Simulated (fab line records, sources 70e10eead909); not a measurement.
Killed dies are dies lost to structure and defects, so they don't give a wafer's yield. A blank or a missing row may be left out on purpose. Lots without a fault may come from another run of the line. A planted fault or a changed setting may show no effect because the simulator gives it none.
Chamber matching | flow nand_harc | NHARC_P_ZERO_WELL_DESCUM_54 on rie_diel-02: 4 sister chambers
The step chemistry O2, time 3 s. 14 wafers are shown with their chamber, then 7 later ones without.

WAFERS WITH THEIR CHAMBER
wafer  | chamber | showerhead_plenum_p_Torr (Torr) | oes_product_au (a.u.) | rf_vpp_V (V)
L422.3 | 1       | 1.80                            | 1.001                 | 56.2
L422.4 | 0       | 2.03                            | 1.008                 | 58.3
L422.6 | 1       | 1.80                            | 1.012                 | 57.6
L424.1 | 1       | 1.79                            | 1.000                 | 57.9
L424.4 | 0       | 2.02                            | 0.979                 | 57.9
L424.5 | 0       | 2.03                            | 0.996                 | 58.0
L426.1 | 1       | 1.79                            | 1.002                 | 56.4
L426.4 | 1       | 1.79                            | 1.008                 | 57.6
L426.6 | 2       | 1.92                            | 0.998                 | 56.6
L427.1 | 2       | 1.91                            | 0.982                 | 57.5
L427.2 | 0       | 2.02                            | 0.988                 | 57.4
L427.5 | 0       | 2.02                            | 0.999                 | 58.0
L437.1 | 3       | 1.92                            | 0.969                 | 57.9
L437.4 | 2       | 1.90                            | 0.976                 | 57.0

SIGNATURES (means of the wafers above)
reading                  | chamber 0 | chamber 1 | chamber 2 | chamber 3 | scatter within a chamber
showerhead_plenum_p_Torr | 2.0240    | 1.7940    | 1.9100    | 1.9200    | 0.00663
oes_product_au           | 0.99400   | 1.00460   | 0.98533   | 0.96900   | 0.00923
rf_vpp_V                 | 57.920    | 57.140    | 57.033    | 57.900    | 0.572
Rule: a wafer's distance from a chamber is the root of the sum, over the readings, of the square of ((its reading less the chamber's mean) divided by the reading's scatter). The wafer belongs to the nearest chamber; if the next one is less than 2 further off, it can't be placed. The scatter: the root of (the sum of the squares of (reading less its chamber's mean) over the shown wafers, divided by (wafers less chambers)).

WAFERS WITHOUT THEIR CHAMBER
wafer  | showerhead_plenum_p_Torr (Torr) | oes_product_au (a.u.) | rf_vpp_V (V)
L437.5 | 1.92                            | 0.969                 | 57.6
L441.1 | 2.01                            | 1.005                 | 58.2
L441.4 | 1.92                            | 0.993                 | 58.9
L441.6 | 2.01                            | 0.992                 | 57.6
L444.1 | 1.90                            | 0.999                 | 56.4
L444.2 | 1.92                            | 0.991                 | 57.9
L444.3 | 2.01                            | 0.988                 | 59.5

WHICH CHAMBER EACH WENT THROUGH
wafer  | from the rows above     | in truth
L437.5 | 3                       | 3
L441.1 | 0                       | 0
L441.4 | can't be placed: 3 or 2 | 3
L441.6 | 0                       | 0
L444.1 | 2                       | 2
L444.2 | can't be placed: 2 or 3 | 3
L444.3 | 0                       | 0
Placed correctly: 5 of 7. Can't be placed from these rows: 2 (the true chamber is among the candidates in 2). Placed wrongly: 0.
